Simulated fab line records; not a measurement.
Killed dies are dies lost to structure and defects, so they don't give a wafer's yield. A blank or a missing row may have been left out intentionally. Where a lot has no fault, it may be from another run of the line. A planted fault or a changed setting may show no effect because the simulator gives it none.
The tool behind it: which one? | flow nand_harc | Sampling: 24 lots, 72 wafers, 6 of 1302 route steps

## WHAT THE GAUGES SHOWED, per wafer
NHARC_A_CONTACT_CD_MEAS_80.
lot  | measured     | on        | cd_nm (nm)
L076 | day 22 17:24 | cd_sem-02 | 290.9 290.3 290.1
L074 | day 22 16:16 | cd_sem-01 | 289.5 289.3 290.1
L075 | day 22 23:46 | cd_sem-03 | 289.5 289.3 290.4
L078 | day 24 12:18 | cd_sem-03 | 289.7 290.4 289.9
L079 | day 24 20:22 | cd_sem-02 | 290.8 289.3 289.2
L077 | day 24 22:16 | cd_sem-02 | 289.7 289.7 289.8
L080 | day 24 23:16 | cd_sem-02 | 288.9 290.1 288.5
L081 | day 25 08:50 | cd_sem-02 | 289.4 291.0 290.0
L082 | day 25 17:11 | cd_sem-03 | 290.6 290.6 290.7
L084 | day 26 08:48 | cd_sem-03 | 291.9 290.2 290.3
L083 | day 26 11:51 | cd_sem-02 | 289.7 289.8 290.1
L086 | day 26 19:50 | cd_sem-02 | 290.0 290.6 289.9
L085 | day 26 19:08 | cd_sem-03 | 290.7 291.1 290.1
L087 | day 27 13:50 | cd_sem-03 | 289.1 289.6 288.7
L090 | day 28 02:20 | cd_sem-03 | 289.5 289.0 290.3
L088 | day 28 06:59 | cd_sem-03 | 290.6 290.0 290.7
L089 | day 28 14:03 | cd_sem-03 | 288.9 289.1 289.8
L092 | day 29 22:55 | cd_sem-01 | 287.6 288.4 288.2
L091 | day 30 05:28 | cd_sem-01 | 291.2 290.2 290.7
L093 | day 30 08:43 | cd_sem-03 | 289.5 289.3 289.3
L095 | day 30 17:56 | cd_sem-01 | 290.5 290.4 289.8
L094 | day 30 17:46 | cd_sem-02 | 290.0 290.5 290.1
L096 | day 31 08:17 | cd_sem-03 | 290.0 290.3 289.8
L097 | day 31 06:03 | cd_sem-02 | 290.2 290.6 291.1

## WHICH TOOL RAN EACH LOT (tool, then ch and the chambers of the sampled wafers, then the start)
lot  | NHARC_A_SLIT_ETCH_29               | NHARC_A_CONTACT_ETCH_111             | NHARC_A_CONTACT_ETCH_117             | NHARC_A_CONTACT_ETCH_78                       | NHARC_A_CONTACT_ETCH_129
L076 | rie_diel-08 ch 2,3, day 20 12:26   | har_cap_etch-02 ch 0,1, day 22 02:10 | har_cap_etch-02 ch 0,1, day 22 03:13 | rie_diel-03 ch 0,1, day 22 15:42 or earlier   | har_cap_etch-03 ch 0,1, day 22 15:42
L074 | rie_diel-11 ch 0,1,3, day 20 16:14 | har_cap_etch-03 ch 0,1, day 22 01:04 | har_cap_etch-03 ch 0,1, day 22 02:28 | rie_diel-09 ch 0,2,3, day 22 14:34 or earlier | har_cap_etch-02 ch 0,1, day 22 14:34
L075 | rie_diel-11 ch 1,3, day 20 20:01   | har_cap_etch-01 ch 1, day 22 11:15   | har_cap_etch-01 ch 1, day 22 12:18   | rie_diel-09 ch 1,2,3, day 22 22:04 or earlier | har_cap_etch-02 ch 0,1, day 22 22:04
L078 | rie_diel-08 ch 0,2,3, day 22 09:17 | har_cap_etch-01 ch 0, day 23 19:53   | har_cap_etch-01 ch 0, day 23 20:57   | rie_diel-09 ch 0,3, day 24 10:35 or earlier   | har_cap_etch-02 ch 1, day 24 10:35
L079 | rie_diel-06 ch 0,3, day 22 12:38   | har_cap_etch-02 ch 0, day 24 00:02   | har_cap_etch-02 ch 0, day 24 01:05   | rie_diel-03 ch 1,2,3, day 24 18:41 or earlier | har_cap_etch-01 ch 0,1, day 24 18:41
L077 | rie_diel-11 ch 0,2,3, day 22 16:28 | har_cap_etch-03 ch 0,1, day 24 00:10 | har_cap_etch-03 ch 0,1, day 24 01:13 | rie_diel-09 ch 1,2, day 24 20:28 or earlier   | har_cap_etch-02 ch 0,1, day 24 20:28
L080 | rie_diel-06 ch 1,2,3, day 22 17:18 | har_cap_etch-01 ch 0,1, day 24 00:23 | har_cap_etch-01 ch 0,1, day 24 01:25 | rie_diel-03 ch 0,1, day 24 21:36 or earlier   | har_cap_etch-01 ch 0,1, day 24 21:36
L081 | rie_diel-08 ch 0,3, day 23 00:28   | har_cap_etch-03 ch 0,1, day 24 17:50 | har_cap_etch-03 ch 0,1, day 24 19:08 | rie_diel-03 ch 0,1,2, day 25 06:50 or earlier | har_cap_etch-03 ch 0,1, day 25 06:50
L082 | rie_diel-11 ch 0,2, day 23 18:22   | har_cap_etch-01 ch 0,1, day 25 04:34 | har_cap_etch-01 ch 0,1, day 25 05:37 | rie_diel-02 ch 1,2, day 25 15:26 or earlier   | har_cap_etch-02 ch 0,1, day 25 15:26
L084 | rie_diel-06 ch 0,1,2, day 24 08:09 | har_cap_etch-01 ch 0,1, day 25 16:55 | har_cap_etch-01 ch 0,1, day 25 17:57 | rie_diel-03 ch 0,1,2, day 26 06:42 or earlier | har_cap_etch-02 ch 0,1, day 26 06:42
L083 | rie_diel-08 ch 2,3, day 24 09:47   | har_cap_etch-03 ch 0,1, day 25 20:14 | har_cap_etch-03 ch 0,1, day 25 21:39 | rie_diel-03 ch 0,1, day 26 09:46 or earlier   | har_cap_etch-01 ch 0,1, day 26 09:46
L086 | rie_diel-06 ch 0,1,3, day 24 17:34 | har_cap_etch-03 ch 0,1, day 26 04:55 | har_cap_etch-03 ch 0,1, day 26 06:19 | rie_diel-02 ch 1,3, day 26 17:45 or earlier   | har_cap_etch-01 ch 0,1, day 26 17:45
L085 | rie_diel-11 ch 0,1, day 24 19:04   | har_cap_etch-01 ch 0,1, day 26 04:49 | har_cap_etch-01 ch 0,1, day 26 05:53 | rie_diel-03 ch 0,1,3, day 26 17:02 or earlier | har_cap_etch-03 ch 0,1, day 26 17:02
L087 | rie_diel-11 ch 0,1,3, day 25 10:33 | har_cap_etch-03 ch 0,1, day 26 22:50 | har_cap_etch-03 ch 0,1, day 27 00:15 | rie_diel-03 ch 0,2,3, day 27 12:05 or earlier | har_cap_etch-03 ch 0,1, day 27 12:05
L090 | rie_diel-08 ch 0,1,3, day 26 00:38 | har_cap_etch-02 ch 0,1, day 27 10:08 | har_cap_etch-02 ch 0,1, day 27 11:11 | rie_diel-02 ch 1,2,3, day 28 00:14 or earlier | har_cap_etch-03 ch 0,1, day 28 00:14
L088 | rie_diel-06 ch 0,2,3, day 26 04:29 | har_cap_etch-01 ch 0,1, day 27 16:46 | har_cap_etch-01 ch 0,1, day 27 18:10 | rie_diel-03 ch 0,1,2, day 28 05:03 or earlier | har_cap_etch-02 ch 0,1, day 28 05:03
L089 | rie_diel-06 ch 1,2,3, day 26 11:55 | har_cap_etch-01 ch 0,1, day 28 01:38 | har_cap_etch-01 ch 0,1, day 28 02:41 | rie_diel-03 ch 0,2,3, day 28 12:20 or earlier | har_cap_etch-01 ch 0,1, day 28 12:20
L092 | rie_diel-08 ch 1,2,3, day 27 23:52 | har_cap_etch-01 ch 0,1, day 29 09:34 | har_cap_etch-01 ch 0,1, day 29 10:37 | rie_diel-03 ch 0,1,3, day 29 21:13 or earlier | har_cap_etch-01 ch 0,1, day 29 21:13
L091 | rie_diel-11 ch 0,1,2, day 27 23:59 | har_cap_etch-02 ch 0,1, day 29 15:45 | har_cap_etch-02 ch 0,1, day 29 17:09 | rie_diel-09 ch 0,1,2, day 30 03:43 or earlier | har_cap_etch-02 ch 0,1, day 30 03:43
L093 | rie_diel-11 ch 0,2, day 28 03:39   | har_cap_etch-03 ch 0,1, day 29 17:43 | har_cap_etch-03 ch 0,1, day 29 18:46 | rie_diel-09 ch 1,3, day 30 07:02 or earlier   | har_cap_etch-03 ch 0,1, day 30 07:02
L095 | rie_diel-08 ch 0,1,3, day 28 17:52 | har_cap_etch-01 ch 0,1, day 30 03:47 | har_cap_etch-01 ch 0,1, day 30 04:50 | rie_diel-09 ch 1,2,3, day 30 16:14 or earlier | har_cap_etch-03 ch 0,1, day 30 16:14
L094 | rie_diel-11 ch 0,1, day 28 18:54   | har_cap_etch-03 ch 0,1, day 30 03:10 | har_cap_etch-03 ch 0,1, day 30 04:13 | rie_diel-03 ch 0,3, day 30 16:05 or earlier   | har_cap_etch-02 ch 0,1, day 30 16:05
L096 | rie_diel-08 ch 0,1,3, day 29 05:17 | har_cap_etch-03 ch 0,1, day 30 19:31 | har_cap_etch-03 ch 0,1, day 30 20:34 | rie_diel-03 ch 0,2,3, day 31 06:32 or earlier | har_cap_etch-01 ch 0,1, day 31 06:32
L097 | rie_diel-06 ch 0,1,2, day 29 06:13 | har_cap_etch-01 ch 0,1, day 30 17:05 | har_cap_etch-01 ch 0,1, day 30 18:08 | rie_diel-02 ch 1,2, day 31 04:20 or earlier   | har_cap_etch-03 ch 0,1, day 31 04:20
- NHARC_A_SLIT_ETCH_29: etches the open film in CF4/O2, target depth 100 nm, overetch 10 nm, time 55 s.
- NHARC_A_CONTACT_ETCH_111: etches the open film in C4F8/O2/Ar, time 140 s, target depth 700 nm.
- NHARC_A_CONTACT_ETCH_117: etches the open film in C4F8/O2/Ar, time 190 s, target depth 1850 nm.
- NHARC_A_CONTACT_ETCH_78: etches the open film in O2/COS, target depth 5300 nm, time 1378 s.
- NHARC_A_CONTACT_ETCH_129: etches the open film in C4F8/O2/Ar, time 197 s, target depth 1918 nm.

## WHAT THE TOOLS THEMSELVES READ (means of the sampled wafers that have a number; where no wafer has one, the mark that the record gives instead)
NHARC_A_SLIT_ETCH_29.
lot  | tool        | chamber_pressure_mTorr (mTorr) | drypump_motor_current_A (A) | oes_product_au (a.u.) | rf_vpp_V (V) | showerhead_plenum_p_Torr (Torr) | throttle_valve_pct (%)
L076 | rie_diel-08 | 30.007                         | 5.78                        | 0.997                 | 197.2        | 1.32                            | 13.394
L074 | rie_diel-11 | 30.016                         | 5.38                        | 0.999                 | 199.4        | 1.36                            | 13.395
L075 | rie_diel-11 | 30.001                         | 5.12                        | 1.010                 | 198.0        | 1.32                            | 13.397
L078 | rie_diel-08 | 29.991                         | 5.74                        | 0.990                 | 197.5        | 1.33                            | 13.402
L079 | rie_diel-06 | 30.024                         | 5.64                        | 0.994                 | 197.3        | 1.33                            | 13.396
L077 | rie_diel-11 | 29.991                         | 5.54                        | 1.008                 | 198.4        | 1.38                            | 13.401
L080 | rie_diel-06 | 29.999                         | 5.90                        | 0.992                 | 197.7        | 1.33                            | 13.401
L081 | rie_diel-08 | 29.983                         | 5.70                        | 1.009                 | 196.5        | 1.29                            | 13.392
L082 | rie_diel-11 | 29.982                         | 5.63                        | 0.995                 | 199.6        | 1.40                            | 13.394
L084 | rie_diel-06 | 29.991                         | 5.62                        | 0.999                 | 197.8        | 1.34                            | 13.394
L083 | rie_diel-08 | 30.015                         | 5.76                        | 0.994                 | 197.1        | 1.32                            | 13.396
L086 | rie_diel-06 | 30.012                         | 5.79                        | 0.995                 | 198.1        | 1.36                            | 13.396
L085 | rie_diel-11 | 30.006                         | 5.46                        | 0.995                 | 198.3        | 1.37                            | 13.399
L087 | rie_diel-11 | 29.984                         | 5.37                        | 0.998                 | 197.8        | 1.35                            | 13.412
L090 | rie_diel-08 | 29.978                         | 5.77                        | 1.012                 | 197.2        | 1.31                            | 13.398
L088 | rie_diel-06 | 29.974                         | 5.77                        | 0.993                 | 197.4        | 1.30                            | 13.394
L089 | rie_diel-06 | 29.992                         | 5.90                        | 0.987                 | 197.7        | 1.33                            | 13.396
L092 | rie_diel-08 | 30.009                         | 5.79                        | 1.000                 | 197.4        | 1.30                            | 13.392
L091 | rie_diel-11 | 29.981                         | 5.36                        | 1.004                 | 199.1        | 1.36                            | 13.383
L093 | rie_diel-11 | 30.010                         | 5.53                        | 0.997                 | 199.1        | 1.39                            | 13.396
L095 | rie_diel-08 | 29.995                         | 5.76                        | 1.012                 | 197.0        | 1.31                            | 13.390
L094 | rie_diel-11 | 30.035                         | 5.46                        | 1.005                 | 198.7        | 1.37                            | 13.403
L096 | rie_diel-08 | 29.988                         | 5.76                        | 1.010                 | 197.5        | 1.31                            | 13.399
L097 | rie_diel-06 | 29.989                         | 5.62                        | 1.002                 | 197.8        | 1.34                            | 13.404

NHARC_A_CONTACT_ETCH_111.
lot  | tool            | chamber_pressure_mTorr (mTorr)
L076 | har_cap_etch-02 | 19.988
L074 | har_cap_etch-03 | 19.988
L075 | har_cap_etch-01 | 20.002
L078 | har_cap_etch-01 | 20.006
L079 | har_cap_etch-02 | 20.004
L077 | har_cap_etch-03 | 20.000
L080 | har_cap_etch-01 | 19.983
L081 | har_cap_etch-03 | 20.014
L082 | har_cap_etch-01 | 19.990
L084 | har_cap_etch-01 | 20.007
L083 | har_cap_etch-03 | 19.998
L086 | har_cap_etch-03 | 19.994
L085 | har_cap_etch-01 | 19.989
L087 | har_cap_etch-03 | 19.988
L090 | har_cap_etch-02 | 19.987
L088 | har_cap_etch-01 | 19.996
L089 | har_cap_etch-01 | 20.007
L092 | har_cap_etch-01 | 19.985
L091 | har_cap_etch-02 | 19.984
L093 | har_cap_etch-03 | 20.004
L095 | har_cap_etch-01 | 19.987
L094 | har_cap_etch-03 | 20.003
L096 | har_cap_etch-03 | 19.996
L097 | har_cap_etch-01 | 20.009

NHARC_A_CONTACT_ETCH_117.
lot  | tool            | chamber_pressure_mTorr (mTorr)
L076 | har_cap_etch-02 | 19.993
L074 | har_cap_etch-03 | 20.001
L075 | har_cap_etch-01 | 20.005
L078 | har_cap_etch-01 | 19.997
L079 | har_cap_etch-02 | 19.980
L077 | har_cap_etch-03 | 20.005
L080 | har_cap_etch-01 | 19.993
L081 | har_cap_etch-03 | 19.992
L082 | har_cap_etch-01 | 20.017
L084 | har_cap_etch-01 | 20.001
L083 | har_cap_etch-03 | 19.993
L086 | har_cap_etch-03 | 20.007
L085 | har_cap_etch-01 | 20.009
L087 | har_cap_etch-03 | 20.000
L090 | har_cap_etch-02 | 20.004
L088 | har_cap_etch-01 | 20.002
L089 | har_cap_etch-01 | 20.000
L092 | har_cap_etch-01 | 19.978
L091 | har_cap_etch-02 | 20.001
L093 | har_cap_etch-03 | 20.000
L095 | har_cap_etch-01 | 20.006
L094 | har_cap_etch-03 | 20.004
L096 | har_cap_etch-03 | 19.998
L097 | har_cap_etch-01 | 19.989

NHARC_A_CONTACT_ETCH_78.
lot  | tool        | chamber_pressure_mTorr (mTorr) | drypump_motor_current_A (A) | oes_product_au (a.u.) | rf_vpp_V (V) | showerhead_plenum_p_Torr (Torr) | throttle_valve_pct (%)
L076 | rie_diel-03 | 19.982                         | 5.5                         | 0.993                 | 312.8        | 3.00                            | 28.326
L074 | rie_diel-09 | 20.003                         | 5.8                         | 1.011                 | 315.1        | 3.16                            | 28.326
L075 | rie_diel-09 | 20.006                         | 5.9                         | 1.006                 | 316.1        | 3.21                            | 28.333
L078 | rie_diel-09 | 19.988                         | 5.8                         | 1.002                 | 313.9        | 3.14                            | 28.330
L079 | rie_diel-03 | 19.998                         | 5.3                         | 1.001                 | 313.9        | 3.11                            | 28.331
L077 | rie_diel-09 | 20.006                         | 5.5                         | 0.992                 | 314.9        | 3.20                            | 28.334
L080 | rie_diel-03 | 19.989                         | 5.2                         | 0.997                 | 313.8        | 3.07                            | 28.330
L081 | rie_diel-03 | 20.005                         | 5.4                         | 0.990                 | 312.4        | 2.98                            | 28.328
L082 | rie_diel-02 | 19.997                         | 5.2                         | 0.996                 | 313.1        | 3.00                            | 28.330
L084 | rie_diel-03 | 19.993                         | 5.4                         | 0.989                 | 312.9        | 2.98                            | 28.328
L083 | rie_diel-03 | 19.997                         | 5.5                         | 0.988                 | 311.7        | 2.99                            | 28.333
L086 | rie_diel-02 | 20.004                         | 6.0                         | 1.004                 | 311.9        | 2.94                            | 28.327
L085 | rie_diel-03 | 20.007                         | 5.4                         | 0.989                 | 313.6        | 3.11                            | 28.345
L087 | rie_diel-03 | 20.011                         | 5.5                         | 1.005                 | 313.2        | 3.03                            | 28.340
L090 | rie_diel-02 | 20.006                         | 5.6                         | 0.997                 | 311.8        | 2.96                            | 28.338
L088 | rie_diel-03 | 19.994                         | 5.4                         | 1.003                 | 314.1        | 3.14                            | 28.334
L089 | rie_diel-03 | 19.983                         | 5.5                         | 0.995                 | 315.7        | 3.19                            | 28.333
L092 | rie_diel-03 | 20.000                         | 5.4                         | 1.009                 | 313.7        | 3.10                            | 28.327
L091 | rie_diel-09 | 19.988                         | 5.5                         | 1.006                 | 315.3        | 3.14                            | 28.329
L093 | rie_diel-09 | 20.005                         | 6.3                         | 0.999                 | 315.5        | 3.20                            | 28.331
L095 | rie_diel-09 | 20.005                         | 5.9                         | 1.004                 | 315.6        | 3.18                            | 28.328
L094 | rie_diel-03 | 20.008                         | 5.6                         | 1.005                 | 313.6        | 3.03                            | 28.330
L096 | rie_diel-03 | 20.004                         | 5.5                         | 1.003                 | 315.0        | 3.18                            | 28.329
L097 | rie_diel-02 | 19.998                         | 5.2                         | 0.997                 | 311.9        | 2.98                            | 28.331

NHARC_A_CONTACT_ETCH_129.
lot  | tool            | chamber_pressure_mTorr (mTorr)
L076 | har_cap_etch-03 | 19.989
L074 | har_cap_etch-02 | 19.999
L075 | har_cap_etch-02 | 20.008
L078 | har_cap_etch-02 | 20.011
L079 | har_cap_etch-01 | 19.998
L077 | har_cap_etch-02 | 19.995
L080 | har_cap_etch-01 | 20.020
L081 | har_cap_etch-03 | 20.009
L082 | har_cap_etch-02 | 19.991
L084 | har_cap_etch-02 | 19.992
L083 | har_cap_etch-01 | 20.001
L086 | har_cap_etch-01 | 20.001
L085 | har_cap_etch-03 | 19.992
L087 | har_cap_etch-03 | 20.008
L090 | har_cap_etch-03 | 19.998
L088 | har_cap_etch-02 | 20.007
L089 | har_cap_etch-01 | 20.020
L092 | har_cap_etch-01 | 20.000
L091 | har_cap_etch-02 | 19.989
L093 | har_cap_etch-03 | 19.996
L095 | har_cap_etch-03 | 20.002
L094 | har_cap_etch-02 | 20.003
L096 | har_cap_etch-01 | 20.004
L097 | har_cap_etch-03 | 19.989

## THE ANSWER, worked out from the rows above alone
Rule: the usual values come from the lots themselves. The widest of any qualifying gaps counts: lots, ordered by their means at a reading, are off when they make up no more than a third of the lots, leave a main group of 4 or more, and stand apart from it by 3 or more times the standard deviation of that group's means. A main group whose means are all the same, to the digits that the tables above print for the reading, isn't used. A lot without any number at a reading at which 4 lots or more have one is off too. Any other lot the step has rows for is counted as sound. The gauges are gone through in route order, then the tools' own readings, and for those a lot's mean is taken as printed above. The first step at which some lot is off is used, and at that step the reading that is off furthest; a lot without a number counts as furthest.
No lot is off at any reading shown: from this, nothing can be told.

## WHAT THE SIMULATOR PUT IN
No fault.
